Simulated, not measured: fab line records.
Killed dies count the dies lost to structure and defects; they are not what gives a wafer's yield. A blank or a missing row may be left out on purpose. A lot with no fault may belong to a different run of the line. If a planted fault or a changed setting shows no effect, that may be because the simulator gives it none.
Chamber matching :: flow n5-finfet :: N5_MOL_CONTACT_COAG_ETCH_48 on rie-diel-03: 4 sister chambers
The step etches SiOC in C4F6/O2, target depth 15 nm, overetch 4.5 nm, time 17 s. 7 wafers are shown with their chamber, then 8 later ones without.

== EACH WAFER AND ITS CHAMBER ==
wafer: L078.2
chamber: 3
drypump-motor-current-A (A): 5.5
rf-vpp-V (V): 1595

wafer: L078.6
chamber: 1
drypump-motor-current-A (A): 6.3
rf-vpp-V (V): 1552

wafer: L079.6
chamber: 3
drypump-motor-current-A (A): 5.5
rf-vpp-V (V): 1594

wafer: L085.1
chamber: 0
drypump-motor-current-A (A): 5.3
rf-vpp-V (V): 1584

wafer: L085.3
chamber: 2
drypump-motor-current-A (A): 4.8
rf-vpp-V (V): 1610

wafer: L085.4
chamber: 1
drypump-motor-current-A (A): 6.4
rf-vpp-V (V): 1552

wafer: L086.1
chamber: 0
drypump-motor-current-A (A): 5.3
rf-vpp-V (V): 1584

== WAFERS MISSING THEIR CHAMBER ==
wafer: L086.2
drypump-motor-current-A (A): 4.8
rf-vpp-V (V): 1609

wafer: L086.4
drypump-motor-current-A (A): 5.5
rf-vpp-V (V): 1594

wafer: L088.1
drypump-motor-current-A (A): 5.5
rf-vpp-V (V): 1594

wafer: L088.3
drypump-motor-current-A (A): 4.8
rf-vpp-V (V): 1610

wafer: L088.4
drypump-motor-current-A (A): 5.3
rf-vpp-V (V): 1583

wafer: L094.1
drypump-motor-current-A (A): 4.8
rf-vpp-V (V): 1611

wafer: L094.2
drypump-motor-current-A (A): 5.3
rf-vpp-V (V): 1582

wafer: L094.5
drypump-motor-current-A (A): 5.3
rf-vpp-V (V): 1583

== WHICH CHAMBER EACH ONE RAN IN ==
wafer: L086.2
from the rows above: 2
in truth: 2

wafer: L086.4
from the rows above: 3
in truth: 3

wafer: L088.1
from the rows above: 3
in truth: 3

wafer: L088.3
from the rows above: 2
in truth: 2

wafer: L088.4
from the rows above: 0
in truth: 0

wafer: L094.1
from the rows above: 2
in truth: 2

wafer: L094.2
from the rows above: 0
in truth: 0

wafer: L094.5
from the rows above: 0
in truth: 0
Correctly placed: 8 of 8. Can't be placed from these rows: 0. Wrongly placed: 0.
How it was worked out, from the rows above alone: a wafer's distance from a chamber is the root of the sum, over the readings, of the square of ((its reading less the chamber's mean) divided by the reading's scatter). If the next closest chamber is less than 2 further off than the closest, the wafer can't be placed; otherwise it belongs to the closest. A chamber's mean is the mean of its shown wafers. The scatter: the root of (the sum of the squares of (reading less its chamber's mean) over the shown wafers, divided by (wafers less chambers)).
